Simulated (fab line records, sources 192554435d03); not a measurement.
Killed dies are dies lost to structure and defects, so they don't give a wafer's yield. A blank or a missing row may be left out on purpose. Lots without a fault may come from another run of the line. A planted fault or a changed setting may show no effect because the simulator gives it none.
A struck lot beside a sound one | flow n5_finfet | 16 steps out of a route of 1938
Sound: wafers L795.3, L795.5. Struck: wafer L800.5. (L800.1, L800.4 of the same lot were not struck and are left out.) The cause comes at the end.
At each step with rows: each side's tool, then ch and its chambers, then its first start. Under that, the readings that differ: sound wafers | struck wafers | difference of the means | sigmas: that difference in standard deviations of wafers without a fault.
alike: readings whose means differ by less than 2 such deviations, and words and numbers that are the same on both sides. not compared: withheld readings, readings that some wafer has no value for, bounds like >300 that may hide the same value, and numbers for which the record gives no deviation and whose values overlap.
The two part at a step that has a row with sigmas, a row that says differs or no value, or rows on one side only. Numbers that don't overlap but have no deviation are shown without sigmas and don't part them. A reading that every wafer of one side lacks parts them only if that side has two wafers or more.

N5_DUMMY_GATE_DESCUM_20: chemistry O2, time 6.2 s.
  sound on rie_diel-03 ch 0, day 4 17:16; struck on rie_diel-06 ch 2, day 5 22:19
  reading                     | sound   | struck | difference | sigmas
  drypump_motor_current_A (A) | 5.9 5.9 | 4.7    | -1.2       | -2
  alike: oes_product_au, rf_vpp_V, showerhead_plenum_p_Torr, throttle_valve_pct
  not compared: rf_hours_counter_h
then, 1 step without rows for these wafers: N5_DUMMY_GATE_ETCH_29 (etches underlayer in N2/H2, target depth 13 nm).
N5_DUMMY_GATE_ETCH_36: etches SiARC in CF4, target depth 13 nm.
  sound on rie_diel-03 ch 0, day 4 17:22; struck on rie_diel-06 ch 2, day 5 22:25
  reading                     | sound   | struck | difference | sigmas
  drypump_motor_current_A (A) | 6.0 5.9 | 4.7    | -1.2       | -2
  alike: oes_product_au, rf_vpp_V, showerhead_plenum_p_Torr, throttle_valve_pct
  not compared: rf_hours_counter_h
N5_DUMMY_GATE_ETCH_37: etches SOC in N2/H2, target depth 60 nm, overetch 30 nm.
  sound on rie_diel-03 ch 0, day 4 17:24; struck on rie_diel-06 ch 2, day 5 22:27
  reading                     | sound   | struck | difference | sigmas
  drypump_motor_current_A (A) | 5.9 5.9 | 4.7    | -1.2       | -2
  alike: h2_flow_sccm, oes_product_au, rf_vpp_V, showerhead_plenum_p_Torr, throttle_valve_pct
  not compared: rf_hours_counter_h
then, 2 steps without rows for these wafers: N5_DUMMY_GATE_STRIP_38 (strips in N2/H2); N5_DUMMY_GATE_STRIP_39 (strips in N2/H2).
N5_DUMMY_GATE_TRIM_49: chemistry O2, time 29 s, target cd 14 nm.
  sound on rie_si-02 ch 1,2, day 4 17:29; struck on rie_si-03 ch 2, day 5 22:32
  alike: drypump_motor_current_A, oes_product_au, throttle_valve_pct
  not compared: rf_hours_counter_h
then, 1 step without rows for these wafers: N5_DUMMY_GATE_STRIP_40 (strips in CF4).
N5_DUMMY_GATE_CD_MEAS_50: target cd 14 nm.
  sound on cd_sem-02, day 4 17:47; struck on cd_sem-03, day 5 22:41
  alike: cd_nm
N5_DUMMY_GATE_ETCH_31: etches SiO2 in C4F6/O2, target depth 82.5 nm, time 27.5 s.
  sound on rie_diel-02 ch 2,3, day 4 17:55; struck on rie_diel-06 ch 2, day 5 22:44
  reading                     | sound   | struck | difference | sigmas
  drypump_motor_current_A (A) | 5.7 6.0 | 4.8    | -1.0       | -2
  alike: oes_product_au, rf_vpp_V, showerhead_plenum_p_Torr, throttle_valve_pct
  not compared: rf_hours_counter_h
then, 2 steps without rows for these wafers: N5_DUMMY_GATE_STRIP_41 (strips in O2); N5_DUMMY_GATE_HM_OPEN_21 (chemistry CH3F/O2, target SiNx, target depth 120 nm, time 171.4 s).
N5_DUMMY_GATE_ETCH_32: etches SiO2 in CF4, target depth 3.5 nm, time 3.9 s.
  sound on rie_si-03 ch 1,2, day 4 18:10; struck on rie_si-02 ch 1, day 5 22:58
  reading                  | sound       | struck | difference | sigmas
  oes_product_au (a.u.)    | 0.983 0.980 | 1.310  | +0.329     | +13
  model.etch.depth_nm (nm) | 3.392 3.47  | 5.415  | +1.984     |
  alike: drypump_motor_current_A, throttle_valve_pct
  not compared: rf_hours_counter_h, model.SiO2_of_DUMMY_GATE_PECVD_30.thk_nm
then, 1 step without rows for these wafers: N5_DUMMY_GATE_ETCH_23 (etches poly-Si in HBr/Cl2/O2, target depth 41 nm, time 22.3 s).
N5_DUMMY_GATE_ETCH_44: etches poly-Si in HBr/O2, stops on SiO2, target depth 127.5 nm.
  sound on rie_si-03 ch 1,2, day 4 18:16; struck on rie_si-02 ch 1, day 5 23:04
  reading               | sound       | struck | difference | sigmas
  oes_product_au (a.u.) | 0.744 0.725 | 0.700  | -0.034     | -2
  alike: drypump_motor_current_A, throttle_valve_pct
  not compared: rf_hours_counter_h, model.SiO2_of_DUMMY_GATE_PECVD_30.thk_nm
N5_DUMMY_GATE_CD_MEAS_24: target cd 15 nm.
  sound on cd_sem-02, day 4 18:22; struck on cd_sem-02, day 5 23:10
  alike: cd_nm

WHERE THEY PART
First at N5_DUMMY_GATE_DESCUM_20; last, within this record, at N5_DUMMY_GATE_ETCH_44. Later steps at which nothing parts them and some readings are alike: N5_DUMMY_GATE_CD_MEAS_24.

WHY: what the simulator had put in
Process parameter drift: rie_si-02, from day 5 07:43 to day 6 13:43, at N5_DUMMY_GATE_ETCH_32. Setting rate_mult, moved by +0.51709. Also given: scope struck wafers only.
